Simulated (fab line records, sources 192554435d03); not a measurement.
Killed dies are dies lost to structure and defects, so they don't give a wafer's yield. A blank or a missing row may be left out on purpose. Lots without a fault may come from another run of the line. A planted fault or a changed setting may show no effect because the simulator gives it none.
Split-lot experiment | flow n5_finfet | 7 lots, 21 wafers read, on a route of 1938 steps

THE SPLIT
At N5_BEOL_M0_ETCH_138 (etches SiCN in CH3F/O2, target depth 12 nm, time 31.6 s), the setting source_w was moved away from the recipe's 395 W on 7 of the 21 wafers read, by -15.4% to -6.8%. The other wafers ran this setting at the recipe's value.

The reading is taken at the split's own step.

THE READING
rf_vpp_V, in V, at N5_BEOL_M0_ETCH_138 (etches SiCN in CH3F/O2, target depth 12 nm, time 31.6 s). Fault-free wafers of this fab line usually give 297.7 V, standard deviation 1.2 V.

wafer  | tool, chamber at the split | source_w as run, W | against the recipe | rf_vpp_V, V | against lot-mates on the recipe
L074.4 | rie_diel-05, 2             | 395                | recipe             | 298.0       | -
L074.5 | rie_diel-05, 2             | 395                | recipe             | 296.8       | -
L074.6 | rie_diel-05, 1             | 395                | recipe             | 297.4       | -
L075.3 | rie_diel-02, 2             | 395                | recipe             | 298.0       | -
L075.5 | rie_diel-02, 0             | 395                | recipe             | 297.0       | -
L075.6 | rie_diel-02, 1             | 342.1              | -13.4%             | 312.6       | +15.1
L082.2 | rie_diel-05, 1             | 395                | recipe             | 296.8       | -
L082.3 | rie_diel-05, 3             | 395                | recipe             | 300.2       | -
L082.5 | rie_diel-05, 3             | 395                | recipe             | 299.1       | -
L083.1 | rie_diel-04, 0             | 395                | recipe             | 297.5       | -
L083.2 | rie_diel-04, 2             | 367.8              | -6.9%              | 305.6       | +8.1
L083.5 | rie_diel-04, 3             | 367.8              | -6.9%              | 307.2       | +9.7
L084.1 | rie_diel-02, 0             | 334.3              | -15.4%             | 312.4       | +13.4
L084.3 | rie_diel-02, 3             | 395                | recipe             | 299.0       | -
L084.4 | rie_diel-02, 1             | 334.3              | -15.4%             | 313.1       | +14.1
L085.3 | rie_diel-04, 3             | 395                | recipe             | 297.8       | -
L085.4 | rie_diel-04, 2             | 395                | recipe             | 298.4       | -
L085.6 | rie_diel-04, 1             | 395                | recipe             | 299.4       | -
L092.2 | rie_diel-05, 3             | 368.2              | -6.8%              | 305.6       | +9.3
L092.3 | rie_diel-05, 2             | 368.2              | -6.8%              | 303.1       | +6.8
L092.5 | rie_diel-05, 0             | 395                | recipe             | 296.3       | -

THE FIT
A straight line over all 21 wafers: rf_vpp_V changes by -1.01 V for each +1% of source_w; r = -0.98; the points scatter about the line by 1.2 V.
The same after taking each lot's own level away (the mean of its wafers on the recipe; 21 wafers): -1 V for each +1%; r = -0.97; scatter 1.3 V.
On that fit, the largest move of source_w shifts the reading by 15 V.
The lots' own levels span 296.30 to 299.00 V, that is 2.2 times the standard deviation above.
So the lot-to-lot level changes the slope little: the two slopes agree.
Check: with one of the wafers moved furthest among these (-15.4%) left out of the fit, the line predicts +16.5 V for it against its lot-mates. It came out at +13.4 V against them.
Tool readings at the split's step, against how far the setting was moved: etch_rf_on_time_s r = -0.75; rf_vpp_V r = -0.98.

OTHER SPLITS ON THESE WAFERS
These wafers also went through other splits before the reading. Each is held against what the fit with the lots' levels taken away leaves over:
other split on the same wafers         | wafers away from the commonest value | r with rf_vpp_V (lot level and that fit taken away)
N5_GATE_CUT_COAT_34 spin_rpm           | 7                                    | -0.17
N5_MOL_CONTACT_COAG_ALD_27 time_s      | 10                                   | -0.32
N5_MOL_CONTACT_COAG_ALD_131 ald_cycles | 10                                   | +0.25
N5_MOL_CONTACT_COAG_ETCH_91 time_s     | 6                                    | +0.23
N5_BEOL_M0_SAQP_COAT_08 spin_rpm       | 8                                    | -0.33
N5_BEOL_M0_SAQP_DESCUM_19 time_s       | 9                                    | -0.02
N5_BEOL_M0_CUTY_EXPOSE_54 dose_mj      | 8                                    | +0.54

THE WHOLE CHAIN: every reading that the file lists as answering this split, in the file's order
step                | what it does                                            | reading           | change (the file's fit)              | r (the file's)
N5_BEOL_M0_ETCH_138 | etches SiCN in CH3F/O2, target depth 12 nm, time 31.6 s | etch_rf_on_time_s | withheld for each +1% of the setting | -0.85
N5_BEOL_M0_ETCH_138 | etches SiCN in CH3F/O2, target depth 12 nm, time 31.6 s | rf_vpp_V          | -1.04 V for each +1% of the setting  | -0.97

THE FILE'S OWN FIT
rf_vpp_V changes by -1.04 V for each +1% of source_w, r = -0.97.
